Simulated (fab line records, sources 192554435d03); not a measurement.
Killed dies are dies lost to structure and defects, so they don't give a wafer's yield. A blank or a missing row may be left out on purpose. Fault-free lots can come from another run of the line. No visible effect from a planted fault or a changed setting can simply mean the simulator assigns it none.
Chamber matching | flow n5_finfet | N5_BEOL_M4_STRIP_36 on rie_diel-04 has 4 sister chambers
The step strips in N2/H2. 4 wafers are shown with their chamber, then 8 later ones without.

## WAFERS WITH THEIR CHAMBER
wafer  | chamber | showerhead_plenum_p_Torr (Torr)
L082.4 | 1       | 2.59
L084.4 | 2       | 2.49
L084.6 | 3       | 2.61
L085.3 | 0       | 2.48

## WAFERS MISSING THEIR CHAMBER
wafer  | showerhead_plenum_p_Torr (Torr)
L085.5 | 2.59
L085.6 | 2.48
L088.1 | 2.48
L088.3 | 2.47
L088.4 | 2.48
L093.2 | 2.60
L093.4 | 2.48
L093.6 | 2.48

## WHICH CHAMBER EACH WENT THROUGH
wafer  | from the rows above     | in truth
L085.5 | 1                       | 1
L085.6 | 0                       | 0
L088.1 | 0                       | 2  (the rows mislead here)
L088.3 | 0                       | 0
L088.4 | 0                       | 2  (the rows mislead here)
L093.2 | can't be placed: 3 or 1 | 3
L093.4 | 0                       | 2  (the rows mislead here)
L093.6 | 0                       | 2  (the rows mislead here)
Correct placement for 3 of the 8. These rows do not allow placing 1 (true chamber among the candidates in 1). Wrongly placed: 4.
How it was worked out, from the rows above alone: a wafer's distance from a chamber is the root of the sum, over the readings, of the square of ((its reading less the chamber's mean) divided by the reading's scatter). The wafer belongs to the nearest chamber; if the next one is less than 2 further off, it can't be placed. For every chamber, the mean is computed from those of its wafers that are shown. The scatter: root of mean squared gap, hidden wafer to nearest shown wafer, with one shown wafer a chamber.
